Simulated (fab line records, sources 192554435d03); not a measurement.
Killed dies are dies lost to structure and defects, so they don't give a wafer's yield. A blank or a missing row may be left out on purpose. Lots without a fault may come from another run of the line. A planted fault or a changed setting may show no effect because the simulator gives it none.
A struck lot beside a sound one | flow n5_finfet | 36 steps out of a route of 1938
Sound: wafers L633.1, L633.2, L633.3. Struck: wafers L642.1, L642.5, L642.6. The cause comes at the end.
At each step with rows: each side's tool, then ch and its chambers, then its first start. Under that, the readings that differ: sound wafers | struck wafers | difference of the means | sigmas: that difference in standard deviations of wafers without a fault.
alike: readings whose means differ by less than 2 such deviations, and words and numbers that are the same on both sides. not compared: withheld readings, readings that some wafer has no value for, bounds like >300 that may hide the same value, and numbers for which the record gives no deviation and whose values overlap.
The two part at a step that has a row with sigmas, a row that says differs or no value, or rows on one side only. Numbers that don't overlap but have no deviation are shown without sigmas and don't part them. A reading that every wafer of one side lacks parts them only if that side has two wafers or more.

first, 9 steps without rows for these wafers: N5_WELL_APT_HMDS_01 (time 60 s); N5_WELL_APT_COAT_02 (resist thk 950 nm); N5_WELL_APT_EBR_04; N5_WELL_APT_SOFTBAKE_03 (time 60 s); N5_WELL_APT_EXPOSE_05 (exposes mask NWELL, defocus 0 nm, target cd 200 nm); N5_WELL_APT_PEB_06 (peb time 90 s); N5_WELL_APT_DEVELOP_07 (develop time 45 s); N5_WELL_APT_HARDBAKE_12 (time 120 s); N5_WELL_APT_DESCUM_13 (chemistry O2, time 7.9 s).
N5_WELL_APT_IMPLANT_14:
  sound on implanter-01 ch 0, day 2 02:06; struck on implanter-01 ch 0, day 4 07:56
  reading                   | sound                | struck               | difference | sigmas
  beam_energy_keV           | 160.03 160.05 159.96 | 191.22 191.21 191.16 | +31.18     | +99 or more
  model.implant.rp_nm (nm)  | 204.3 204.3 204.3    | 249.9 249.9 249.9    | +45.6      |
  model.implant.drp_nm (nm) | 65.9 65.9 65.9       | 75.02 75.02 75.02    | +9.12      |
then, 25 steps without rows for these wafers: N5_WELL_APT_IMPLANT_15; N5_WELL_APT_STRIP_16 (strips in SPM, time 900 s); N5_WELL_APT_HMDS_18 (time 60 s); N5_WELL_APT_COAT_19 (resist thk 950 nm); N5_WELL_APT_EBR_21; N5_WELL_APT_SOFTBAKE_20 (time 60 s); N5_WELL_APT_EXPOSE_22 (exposes mask PWELL, defocus 0 nm, target cd 200 nm); N5_WELL_APT_PEB_23 (peb time 90 s); N5_WELL_APT_DEVELOP_24 (develop time 45 s); N5_WELL_APT_HARDBAKE_29 (time 120 s); N5_WELL_APT_DESCUM_30 (chemistry O2, time 7.9 s); N5_WELL_APT_IMPLANT_31; N5_WELL_APT_IMPLANT_32; N5_WELL_APT_STRIP_33 (strips in SPM, time 900 s); N5_WELL_APT_RTA_34 (time 10 s); N5_WELL_APT_OXIDE_STRIP_42 (strips SiO2 in dHF, time 45 s, target depth 12 nm); N5_WELL_APT_PRECLEAN_36 (cleans in O3/DIW, time 45 s); N5_WELL_APT_PRECLEAN_39 (cleans in dHF, time 60 s); N5_WELL_APT_SRD_37 (time 30 s); N5_WELL_APT_EPI_41 (deposits Si from SiH4/H2, target thk 50 nm, time 297.7 s); N5_PMOS_HMC_CHANNEL_EPI_HM_DEP_34 (deposits SiO2 from TEOS/O2, target thk 36 nm, time 6.9 s); N5_PMOS_HMC_CHANNEL_EPI_COAT_31 (time 60 s, resist thk 66 nm); N5_PMOS_HMC_CHANNEL_EPI_COAT_03 (resist thk 205 nm); N5_PMOS_HMC_CHANNEL_EPI_EBR_05; N5_PMOS_HMC_CHANNEL_EPI_SOFTBAKE_04 (time 60 s).
-- the record jumps here: 7 days lie between the struck wafers' starts before and after (it left off in module PMOS_HMC_CHANNEL_EPI and takes up again in module BEOL_M4, whose first step shown is number 1111 of the route) --
N5_BEOL_M4_RC_MEAS_101:
  sound on prober-02 ch 0, day 9 11:38; struck on prober-01 ch 0, day 11 19:54
  reading           | sound          | struck      | difference | sigmas
  RS_NWELL (ohm/sq) | 1047 1046 1048 | 955 946 943 | -99        | -15
  alike: DIBL_N, DIBL_P, IOFF_N, IOFF_P, ION_N, ION_P, SS_N, SS_P, VT_N, VT_P

WHERE THEY PART
First at N5_WELL_APT_IMPLANT_14; last, within this record, at N5_BEOL_M4_RC_MEAS_101.

WHY: what the simulator had put in
Process parameter drift: implanter-01, from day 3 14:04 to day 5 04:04, at N5_WELL_APT_IMPLANT_14. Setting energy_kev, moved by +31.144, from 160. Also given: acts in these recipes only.
